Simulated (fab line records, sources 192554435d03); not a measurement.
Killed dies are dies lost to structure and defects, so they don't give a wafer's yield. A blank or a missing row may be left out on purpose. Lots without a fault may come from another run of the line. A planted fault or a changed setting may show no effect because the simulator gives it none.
Which tool did it? | flow n5_finfet | 9 lots, 27 wafers sampled, at 5 steps of a route of 1938

WHAT THE GAUGES READ, wafer by wafer
N5_BEOL_M4_RC_MEAS_101. Usual: DIBL_N 36.8 mV/V, standard deviation 1.5; DIBL_P 37.1 mV/V, standard deviation 2.1; IOFF_N 0.168 nA/um, standard deviation 0.03; IOFF_P 0.22 nA/um, standard deviation 0.034; ION_N 679 uA/um, standard deviation 12; ION_P 466 uA/um, standard deviation 8; SS_N 71.7 mV/dec, standard deviation 0.58; SS_P 73.5 mV/dec, standard deviation 0.67; VT_N 248.8 mV, standard deviation 2.7; VT_P -250 mV, standard deviation 3.3.
lot  | measured     | on        | DIBL_N (mV/V)  | DIBL_P (mV/V)  | IOFF_N (nA/um)    | IOFF_P (nA/um) | ION_N (uA/um) | ION_P (uA/um) | SS_N (mV/dec)  | SS_P (mV/dec)  | VT_N (mV)         | VT_P (mV)      | flag
L175 | day 7 12:11  | prober-02 | 38.6 34.9 38.5 | 39.9 35.0 39.9 | 0.204 0.135 0.213 | 0.24 0.17 0.25 | 683 662 679   | 463 455 466   | 73.2 71.3 71.6 | 74.1 73.5 74.3 | 247.3 250.8 244.0 | -249 -256 -247 |
L180 | day 8 17:46  | prober-01 | 37.7 39.2 34.7 | 38.3 37.7 33.1 | 0.187 0.213 0.126 | 0.26 0.24 0.17 | 678 680 667   | 467 460 458   | 72.6 72.9 71.5 | 74.2 73.9 73.1 | 247.7 248.0 252.7 | -246 -247 -252 |
L183 | day 9 19:59  | prober-02 | 38.5 35.3 37.8 | 38.9 36.3 39.0 | 0.202 0.153 0.204 | 0.22 0.19 0.24 | 682 678 696   | 455 466 467   | 72.4 72.1 72.0 | 74.0 73.2 74.1 | 246.2 250.0 245.2 | -250 -253 -249 |
L185 | day 10 00:07 | prober-02 | 40.3 36.5 38.9 | 41.8 36.5 41.4 | 0.264 0.150 0.217 | 0.28 0.18 0.27 | 698 660 677   | 468 452 467   | 72.5 70.7 72.4 | 74.9 74.0 74.1 | 243.8 251.1 244.8 | -250 -253 -249 |
L190 | day 11 08:31 | prober-02 | 36.5 35.7 38.2 | 37.7 37.1 39.7 | 0.184 0.152 0.230 | 0.21 0.19 0.24 | 686 682 697   | 463 471 476   | 71.9 71.7 73.2 | 73.9 72.8 74.2 | 245.8 249.9 242.6 | -253 -254 -250 |
L196 | day 13 00:08 | prober-02 | 39.5 36.3 37.7 | 39.8 36.0 37.7 | 0.233 0.149 0.182 | 0.28 0.21 0.23 | 712 687 695   | 478 472 476   | 71.8 71.4 72.2 | 74.5 73.2 73.2 | 244.4 250.9 248.9 | -247 -249 -250 |
L195 | day 13 06:37 | prober-02 | 38.9 36.8 38.6 | 37.8 35.5 36.7 | 0.177 0.135 0.174 | 0.19 0.17 0.18 | 678 675 683   | 460 459 462   | 72.3 70.8 72.4 | 73.9 73.3 73.7 | 247.2 254.0 249.3 | -256 -256 -257 |
L197 | day 13 08:35 | prober-02 | 33.4 34.7 36.5 | 33.0 34.8 36.2 | 0.126 0.147 0.164 | 0.19 0.22 0.26 | 679 681 678   | 469 472 474   | 71.3 71.5 72.4 | 72.9 73.4 73.0 | 252.8 252.4 248.7 | -251 -247 -246 |
L198 | day 14 02:40 | prober-01 | 37.7 38.0 35.4 | 38.6 37.2 34.7 | 0.167 0.171 0.135 | 0.25 0.22 0.18 | 676 680 667   | 467 469 455   | 71.3 71.0 71.3 | 73.1 72.6 72.9 | 249.5 249.2 252.4 | -246 -248 -251 |

WHICH TOOL RAN EACH LOT (tool, then ch and the chambers of the sampled wafers, then the start)
lot  | N5_BEOL_M0_SAQP_ILD_DEP_01      | N5_BEOL_M0_SAQP_PECVD_96        | N5_BEOL_M0_SAQP_COAT_81           | N5_BEOL_M0_SAQP_STRIP_86
L175 | pecvd-02 ch 1,2, day 5 10:15    | pecvd-02 ch 0,1,2, day 5 11:04  | litho_track-05 ch 0, day 5 11:22  | rie_diel-05 ch 1,2, day 5 12:16
L180 | pecvd-04 ch 1,2, day 6 15:44    | pecvd-01 ch 0,1,2, day 6 17:38  | litho_track-02 ch 0, day 6 17:56  | rie_diel-03 ch 1,2,3, day 6 18:42
L183 | pecvd-04 ch 1,2, day 7 07:38    | pecvd-02 ch 0,1,2, day 7 08:40  | litho_track-05 ch 0, day 7 08:58  | rie_diel-03 ch 2,3, day 7 10:07
L185 | pecvd-02 ch 0,1,2, day 8 05:57  | pecvd-01 ch 0,1,2, day 8 06:11  | litho_track-05 ch 0, day 8 06:29  | rie_diel-05 ch 0,1,2, day 8 07:32
L190 | pecvd-04 ch 0,2, day 9 05:40    | pecvd-01 ch 0,2, day 9 06:09    | litho_track-02 ch 0, day 9 06:27  | rie_diel-03 ch 0,1,2, day 9 07:10
L196 | pecvd-02 ch 0,1,2, day 10 15:32 | pecvd-04 ch 0,1,2, day 10 15:44 | litho_track-04 ch 0, day 10 16:02 | rie_diel-04 ch 0,1,2, day 10 16:57
L195 | pecvd-04 ch 1, day 10 18:32     | pecvd-01 ch 1,2, day 10 20:01   | litho_track-04 ch 0, day 10 20:19 | rie_diel-04 ch 1,2,3, day 10 21:11
L197 | pecvd-01 ch 0,1,2, day 10 21:48 | pecvd-02 ch 0,2, day 10 23:43   | litho_track-05 ch 0, day 11 00:01 | rie_diel-05 ch 0,3, day 11 01:25
L198 | pecvd-02 ch 0,2, day 11 01:13   | pecvd-01 ch 0,1,2, day 11 02:40 | litho_track-02 ch 0, day 11 02:58 | rie_diel-04 ch 0,2,3, day 11 03:40
- N5_BEOL_M0_SAQP_ILD_DEP_01: deposits SiOC from DEMS/O2, target thk 45.419 nm, time 8.7 s.
- N5_BEOL_M0_SAQP_PECVD_96: deposits a-Si from SiH4/He, target thk 45 nm, time 45.2 s.
- N5_BEOL_M0_SAQP_COAT_81: time 60 s, resist thk 100 nm.
- N5_BEOL_M0_SAQP_STRIP_86: strips in N2/H2.

WHAT THE TOOLS THEMSELVES READ (means of the sampled wafers that have a number; where no wafer has one, the mark that the record gives instead)
N5_BEOL_M0_SAQP_ILD_DEP_01. Usual: heater_power_w 490 W, standard deviation 53; showerhead_plenum_p_Torr 5.690 Torr, standard deviation 0.009; throttle_valve_pct 12.3 %, standard deviation 0.89.
lot  | tool     | heater_power_w (W) | showerhead_plenum_p_Torr (Torr) | throttle_valve_pct (%) | flag
L175 | pecvd-02 | 465                | 5.690                           | 11.6                   |
L180 | pecvd-04 | 506                | 5.696                           | 13.2                   |
L183 | pecvd-04 | 536                | 5.691                           | 12.4                   |
L185 | pecvd-02 | 489                | 5.691                           | 12.1                   |
L190 | pecvd-04 | 474                | 5.694                           | 12.1                   |
L196 | pecvd-02 | 513                | 5.697                           | 12.2                   |
L195 | pecvd-04 | 514                | 5.689                           | 13.9                   |
L197 | pecvd-01 | 467                | 5.687                           | 11.9                   |
L198 | pecvd-02 | 435                | 5.687                           | 11.9                   |

N5_BEOL_M0_SAQP_PECVD_96. Usual: heater_power_w 626 W, standard deviation 49; showerhead_plenum_p_Torr 5.651 Torr, standard deviation 0.019; throttle_valve_pct 18.4 %, standard deviation 1.3.
lot  | tool     | heater_power_w (W) | showerhead_plenum_p_Torr (Torr) | throttle_valve_pct (%) | flag
L175 | pecvd-02 | 642                | 5.664                           | 18.6                   |
L180 | pecvd-01 | 617                | 5.635                           | 18.1                   |
L183 | pecvd-02 | 633                | 5.663                           | 18.3                   |
L185 | pecvd-01 | 599                | 5.641                           | 18.1                   |
L190 | pecvd-01 | 603                | 5.643                           | 17.6                   |
L196 | pecvd-04 | 642                | 5.655                           | 18.6                   |
L195 | pecvd-01 | 595                | 5.627                           | 18.7                   |
L197 | pecvd-02 | 625                | 5.660                           | 18.5                   |
L198 | pecvd-01 | 616                | 5.641                           | 18.3                   |

N5_BEOL_M0_SAQP_COAT_81. Usual: spin_speed_rpm 1500.0 rpm, standard deviation 0.98.
lot  | tool           | spin_speed_rpm (rpm) | flag
L175 | litho_track-05 | 1500.3               |
L180 | litho_track-02 | 1499.6               |
L183 | litho_track-05 | 1454.3               | OFF
L185 | litho_track-05 | 1454.4               | OFF
L190 | litho_track-02 | 1499.6               |
L196 | litho_track-04 | 1500.6               |
L195 | litho_track-04 | 1500.0               |
L197 | litho_track-05 | 1499.3               |
L198 | litho_track-02 | 1500.6               |

N5_BEOL_M0_SAQP_STRIP_86. Usual: drypump_motor_current_A 5.87 A, standard deviation 0.25; oes_product_au 0.77 a.u., standard deviation 0.077; rf_vpp_V 121.8 V, standard deviation 1.5; showerhead_plenum_p_Torr 3.33 Torr, standard deviation 0.13; throttle_valve_pct 19.1 %, standard deviation 0.33.
lot  | tool        | drypump_motor_current_A (A) | oes_product_au (a.u.) | rf_vpp_V (V) | showerhead_plenum_p_Torr (Torr) | throttle_valve_pct (%) | flag
L175 | rie_diel-05 | 5.73                        | 0.78                  | 123.0        | 3.40                            | 19.2                   |
L180 | rie_diel-03 | 5.71                        | 0.74                  | 122.2        | 3.30                            | 19.3                   |
L183 | rie_diel-03 | 5.74                        | 0.74                  | 123.1        | 3.38                            | 19.1                   |
L185 | rie_diel-05 | 5.78                        | 0.75                  | 122.8        | 3.40                            | 19.2                   |
L190 | rie_diel-03 | 5.86                        | 0.74                  | 122.1        | 3.35                            | 19.4                   |
L196 | rie_diel-04 | 5.73                        | 0.82                  | 122.1        | 3.34                            | 18.8                   |
L195 | rie_diel-04 | 5.97                        | 0.83                  | 122.0        | 3.40                            | 18.8                   |
L197 | rie_diel-05 | 5.96                        | 0.72                  | 120.3        | 3.24                            | 18.9                   |
L198 | rie_diel-04 | 5.80                        | 0.78                  | 122.8        | 3.36                            | 18.9                   |

THE ANSWER, worked out from the rows above alone
Rule: a lot is off if the mean of its wafers that have a number lies more than 3 standard deviations from the usual mean. A lot without any number at a reading at which 4 lots or more have one is off too. The other lots that the step has rows for count as sound. The gauges are gone through in route order, then the tools' own readings, and for those a lot's mean is taken as printed above. The first step at which some lot is off is used, and at that step the reading that is off furthest; a lot without a number counts as furthest.
Off: L183, L185, at N5_BEOL_M0_SAQP_COAT_81 (spin_speed_rpm).
A tool fits if, at that step or a process step before it, it ran every lot that is off, and no sound lot after the first of them. None of those tried fits.

WHAT THE SIMULATOR HAD PUT IN
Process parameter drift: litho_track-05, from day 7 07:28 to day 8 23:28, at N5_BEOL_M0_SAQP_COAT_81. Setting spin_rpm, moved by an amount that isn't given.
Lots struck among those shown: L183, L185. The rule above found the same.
